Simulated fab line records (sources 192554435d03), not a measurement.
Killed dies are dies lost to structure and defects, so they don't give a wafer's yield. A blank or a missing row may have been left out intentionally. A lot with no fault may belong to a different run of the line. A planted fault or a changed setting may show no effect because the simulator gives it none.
Struck lot and sound lot, side by side | flow n5_finfet | 27 steps out of a route of 1938
Sound: wafers L113.1, L113.2, L113.4. Wafers struck: L112.1, L112.2, L112.3. Last of all comes the cause.
At each step with rows: each side's tool, then ch and its chambers, then its first start. Under that, the readings that differ: sound wafers | struck wafers | difference of the means | sigmas: that difference in standard deviations of wafers without a fault.
alike: readings whose means differ by less than 2 such deviations, and words and numbers that are the same on both sides. not compared: withheld readings, readings that some wafer has no value for, bounds like >300 that may hide the same value, and numbers for which the record gives no deviation and whose values overlap.
Wherever a step has rows on one side only, a row that says differs or no value, or a row with sigmas, the two part there. Numbers that have no deviation but don't overlap get no sigmas and don't part them. A reading that every wafer of one side lacks parts them only if that side has two wafers or more.

first, 10 steps without rows for these wafers: N5_BEOL_M3_DESCUM_16 (chemistry O2, time 7 s); N5_BEOL_M3_ETCH_74 (etches underlayer in N2/H2, target depth 6.5 nm, time 5.2 s); N5_BEOL_M3_ETCH_63 (etches SiARC in CF4, target depth 15.6 nm, time 26 s); N5_BEOL_M3_ETCH_64 (etches SOC in N2/H2, target depth 75 nm, overetch 15 nm, time 112.5 s); N5_BEOL_M3_STRIP_65 (strips in N2/H2); N5_BEOL_M3_STRIP_75 (strips in N2/H2); N5_BEOL_M3_STRIP_66 (strips in CF4); N5_BEOL_M3_HM_OPEN_17 (chemistry Cl2/BCl3, target TiN, target depth 20 nm, overetch 6 nm); N5_BEOL_M3_STRIP_19 (strips in O2); N5_BEOL_M3_COAT_67 (time 60 s, resist thk 60 nm).
N5_BEOL_M3_COAT_68: time 60 s, resist thk 12 nm.
  sound on litho_track-04 ch 0, day 13 02:41; struck on litho_track-02 ch 0, day 12 23:01
  reading                                    | sound                | struck               | difference | sigmas
  spin_speed_rpm (rpm)                       | 1500.1 1499.7 1499.2 | 1771.5 1770.7 1768.3 | +270.5     | +99 or more
  model.SiARC_of_BEOL_M3_COAT_68.thk_nm (nm) | 12 12 12             | 11 11 11             | -1         |
then, 9 steps without rows for these wafers: N5_BEOL_M3_COAT_76 (time 60 s, resist thk 5 nm); N5_BEOL_M3_COAT_22 (resist thk 30 nm); N5_BEOL_M3_EBR_24; N5_BEOL_M3_SOFTBAKE_23 (time 60 s); N5_BEOL_M3_EXPOSE_25 (exposes mask V2, defocus 5 nm); N5_BEOL_M3_PEB_26 (peb time 60 s); N5_BEOL_M3_DEVELOP_27 (develop time 30 s); N5_BEOL_M3_DESCUM_33 (chemistry O2, time 7 s); N5_BEOL_M3_ETCH_77 (etches underlayer in N2/H2, target depth 6.5 nm, time 5.2 s).
N5_BEOL_M3_ETCH_69: etches SiARC in CF4, target depth 15.6 nm, time 26 s.
  sound on rie_diel-03 ch 1,2,3, day 13 03:55; struck on rie_diel-03 ch 0,2,3, day 12 23:35
  reading                  | sound             | struck            | difference | sigmas
  model.etch.depth_nm (nm) | 12.01 12.01 11.98 | 11.03 11.01 11.08 | -0.96      |
  alike: drypump_motor_current_A, etch_rf_on_time_s, oes_product_au, rf_vpp_V, showerhead_plenum_p_Torr, throttle_valve_pct
  not compared: rf_hours_counter_h
then, 2 steps without rows for these wafers: N5_BEOL_M3_ALD_98 (deposits SiO2, target thk 2.5 nm, pulse time 1 s, co reactant pulse time 1 s); N5_BEOL_M3_ETCHBACK_99 (etches SiO2 in CHF3, target depth 5 nm, time 10.4 s).
N5_BEOL_M3_ETCH_70: etches SOC in N2/H2, target depth 80 nm, overetch 16 nm, time 120 s.
  sound on rie_diel-06 ch 0,1,2, day 13 06:29; struck on rie_diel-05 ch 0,2,3, day 13 06:18
  alike: drypump_motor_current_A, oes_product_au, rf_vpp_V, showerhead_plenum_p_Torr, temp_c, throttle_valve_pct
  not compared: rf_hours_counter_h, model.SiARC_of_BEOL_M3_COAT_68.thk_nm
then, 1 step without rows for these wafers: N5_BEOL_M3_STRIP_71 (strips in N2/H2).
N5_BEOL_M4_RC_MEAS_101:
  sound on prober-01 ch 0, day 14 02:22; struck on prober-02 ch 0, day 13 21:35
  alike: DIBL_N, DIBL_P, IOFF_N, IOFF_P, ION_N, ION_P, SS_N, SS_P, VT_N, VT_P
-- a jump in the record: the struck wafers' starts before and after are 5 days apart (it breaks off in module BEOL_M4 and resumes in module PASSIVATION, where the first step shown is number 1936 of the route) --
N5_PASSIVATION_PROBE_49:
  rows exist in the record for the struck wafers here (prober-02, day 18 21:56), but not for the sound ones

== WHERE THEY PART ==
Last at N5_PASSIVATION_PROBE_49 as far as this record goes, first at N5_BEOL_M3_COAT_68.

WHY: whatever the simulator had introduced
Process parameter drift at N5_BEOL_M3_COAT_68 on litho_track-02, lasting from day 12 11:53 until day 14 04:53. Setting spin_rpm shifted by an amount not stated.
